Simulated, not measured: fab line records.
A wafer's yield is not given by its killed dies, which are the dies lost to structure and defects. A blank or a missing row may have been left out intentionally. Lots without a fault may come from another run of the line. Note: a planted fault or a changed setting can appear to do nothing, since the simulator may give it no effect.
Matching of chambers | flow nand_harc | 4 sister chambers for NHARC_P_GATE_DESCUM_61 on rie_diel-12
The step chemistry O2, time 3 s. 16 wafers are shown with their chamber, then 8 later ones without.

EACH WAFER AND ITS CHAMBER
wafer  | chamber | drypump_motor_current_A (A) | rf_vpp_V (V) | throttle_valve_pct (%)
L075.1 | 1       | 6.0                         | 57.9         | 11.311
L075.3 | 2       | 6.5                         | 57.9         | 11.321
L075.5 | 2       | 6.5                         | 59.7         | 11.306
L077.1 | 0       | 6.0                         | 58.7         | 11.292
L077.2 | 2       | 6.5                         | 57.6         | 11.290
L077.5 | 2       | 6.5                         | 58.3         | 11.323
L081.2 | 0       | 5.9                         | 58.2         | 11.299
L081.4 | 2       | 6.5                         | 57.7         | 11.316
L081.5 | 1       | 6.1                         | 57.4         | 11.315
L082.1 | 0       | 5.9                         | 59.3         | 11.316
L082.2 | 1       | 6.0                         | 57.6         | 11.320
L082.4 | 2       | 6.6                         | 57.3         | 11.310
L085.4 | 1       | 6.0                         | 58.1         | 11.321
L085.5 | 0       | 6.0                         | 58.8         | 11.300
L085.6 | 3       | 6.4                         | 57.7         | 11.311
L084.2 | 1       | 6.0                         | 55.2         | 11.317

SIGNATURES (means of the wafers above)
reading                 | chamber 0 | chamber 1 | chamber 2 | chamber 3 | scatter within a chamber
drypump_motor_current_A | 5.950     | 6.020     | 6.517     | 6.400     | 0.0468
rf_vpp_V                | 58.750    | 57.240    | 58.083    | 57.700    | 0.903
throttle_valve_pct      | 11.30175  | 11.31680  | 11.31100  | 11.31100  | 0.00962
Rule: a wafer lies at a distance from a chamber equal to the root of the sum of squares, over the readings, of (its reading less the chamber's mean, divided by the reading's scatter). If the next closest chamber is less than 2 further off than the closest, the wafer can't be placed; otherwise it belongs to the closest. The scatter is the square root of a quotient: the sum, over the shown wafers, of each reading's squared deviation from its chamber's mean, divided by wafers minus chambers.

WAFERS WITHOUT THEIR CHAMBER
wafer  | drypump_motor_current_A (A) | rf_vpp_V (V) | throttle_valve_pct (%)
L084.5 | 5.9                         | 58.6         | 11.296
L084.6 | 6.4                         | 57.9         | 11.292
L093.4 | 6.4                         | 58.1         | 11.301
L093.5 | 6.6                         | 55.4         | 11.317
L093.6 | 6.4                         | 59.2         | 11.319
L095.1 | 5.9                         | 58.2         | 11.322
L095.2 | 6.6                         | 56.0         | 11.324
L095.6 | 6.4                         | 56.7         | 11.307

WHICH CHAMBER EACH WENT THROUGH
wafer  | from the rows above     | in truth
L084.5 | 0                       | 0
L084.6 | can't be placed: 3 or 2 | 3
L093.4 | can't be placed: 3 or 2 | 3
L093.5 | can't be placed: 2 or 3 | 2
L093.6 | can't be placed: 3 or 2 | 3
L095.1 | can't be placed: 0 or 1 | 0
L095.2 | can't be placed: 2 or 3 | 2
L095.6 | can't be placed: 3 or 2 | 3
Correct placement for 1 of the 8. Can't be placed from these rows: 7 (the true chamber is among the candidates in 7). Number placed wrongly: 0.
